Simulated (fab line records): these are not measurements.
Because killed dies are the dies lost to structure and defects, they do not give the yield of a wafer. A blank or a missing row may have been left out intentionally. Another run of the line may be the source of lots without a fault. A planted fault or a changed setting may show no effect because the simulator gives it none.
Comparing a struck lot with a sound one ; flow nandHarc ; 16 out of 1302 route steps
Sound: these wafers, L278.1, L278.4, L278.6. Struck: wafers L270.1, L270.5 (left out: L270.3, a lot-mate that was not struck); the cause follows at the end.
Each step with rows lists, per side, the tool, then ch with its chambers, then its first start. Under that, the readings that differ: sound wafers ; struck wafers ; difference of the means ; sigmas: that difference in standard deviations of wafers without a fault.
alike: words and numbers the same on both sides, and readings whose means are apart by under 2 such deviations; not compared: readings that were withheld, readings missing a value for some wafer, numbers with overlapping values and no deviation given by the record, and bounds like >300 which may hide the same value.
A row with sigmas, a row that says differs or no value, or rows on one side alone: a step with any of these is where the two part. Non-overlapping numbers with no deviation appear without sigmas and do not part them. A reading missing from all wafers of one side parts the sides only when that side holds two or more wafers.

NHARC_A_M0_OVL_MEAS_10: pitch 160 nm.
  sound on overlay-02, day 31 06:41; struck on overlay-02, day 28 07:10
reading;sound;struck;difference;sigmas
overlayYNm (nm);0.1 0.3 0.1;-1.6 -2.5;-2.2;-3
  alike: overlayXNm
NHARC_A_M0_INSPECT_11:
  sound on defectInspect-01, day 31 06:43; struck on defectInspect-02, day 28 07:13
  alike: rawDefectCount
NHARC_A_M0_DESCUM_14: chemistry O2, time 3 s.
  sound on rieDiel-09 ch 0,2,3, day 31 06:47; struck on rieDiel-05 ch 1, day 28 07:17
reading;sound;struck;difference;sigmas
showerheadPlenumPTorr (Torr);1.95 1.89 2.01;1.79 1.79;-0.16;-3
  alike: chamberPressureMTorr, drypumpMotorCurrentA, o2FlowSccm, oesProductAu, rfVppV, throttleValvePct
  not compared: rfHoursCounterH
NHARC_A_M0_ETCH_34: etches the open film in N2/H2, target depth 40 nm, overetch 12 nm, time 43.94 s.
  sound on rieDiel-09 ch 1,3, day 31 06:52; struck on rieDiel-05 ch 0,2, day 28 07:21
  alike: chamberPressureMTorr, drypumpMotorCurrentA, oesProductAu, rfVppV, showerheadPlenumPTorr, throttleValvePct
  not compared: rfHoursCounterH
then, 1 step without rows for these wafers: NHARC_A_M0_ETCH_15 (etches the open film in C4F8/Ar, target depth 150 nm, overetch 15 nm, time 82.5 s).
NHARC_A_M0_CD_MEAS_16:
  sound on cdSem-03, day 31 07:04; struck on cdSem-02, day 28 07:34
reading;sound;struck;difference;sigmas
cdNm (nm);78.4 79.1 77.8;80.6 80.7;+2.2;+3
NHARC_A_M0_STRIP_18: strips in N2/H2.
  sound on rieDiel-09 ch 1,2,3, day 31 07:12; struck on rieDiel-09 ch 2,3, day 28 07:40
  alike: chamberPressureMTorr, drypumpMotorCurrentA, oesProductAu, rfVppV, showerheadPlenumPTorr, throttleValvePct
  not compared: rfHoursCounterH
then, 1 step without rows for these wafers: NHARC_A_M0_STRIP_19 (strips in post etch residue remover, time 600 s).
NHARC_A_M0_DEGAS_28: time 60 s.
  sound on pvdSputter-03, day 31 07:42; struck on pvdSputter-01, day 28 08:11
  alike: heaterPowerW
NHARC_A_M0_PRE_CLEAN_29: time 30 s.
  sound on pvdSputter-03; struck on pvdSputter-01
  alike: heaterPowerW
then, 2 steps without rows for these wafers: NHARC_A_M0_PVD_20 (deposits TaN, target thk 5 nm, time 8.06 s); NHARC_A_M0_PVD_21 (deposits Cu, target thk 30 nm, time 20.49 s).
NHARC_A_M0_ECD_22: material Cu, target thk 400 nm.
  sound on ecdCu-01 ch 0, day 31 08:03; struck on ecdCu-01 ch 0,1, day 28 08:36
then, 1 step without rows for these wafers: NHARC_A_M0_ANNEAL_30 (time 90 s).
NHARC_A_M0_CMP_23: polishes, t overpolish 20 s, target thk 113.75 nm.
  sound on cmp-02 ch 2,3, day 31 08:47; struck on cmp-03 ch 0,3, day 28 09:18
reading;sound;struck;difference;sigmas
timeToEndpointS (s);32.9 32.6 31.1;8.2 12.8;-21.7;-8
  alike: motorCurrentA, slurryFilterDpKPa
NHARC_A_M0_THK_MEAS_24: measures by xrf.
  sound on filmMetro-01, day 31 09:05; struck on filmMetro-02, day 28 09:35
  alike: thkNm

## WHERE THEY PART
First at NHARC_A_M0_OVL_MEAS_10; last, within this record, at NHARC_A_M0_CMP_23. Later steps at which nothing parts them and some readings are alike: NHARC_A_M0_THK_MEAS_24.

WHY: the cause the simulator had injected
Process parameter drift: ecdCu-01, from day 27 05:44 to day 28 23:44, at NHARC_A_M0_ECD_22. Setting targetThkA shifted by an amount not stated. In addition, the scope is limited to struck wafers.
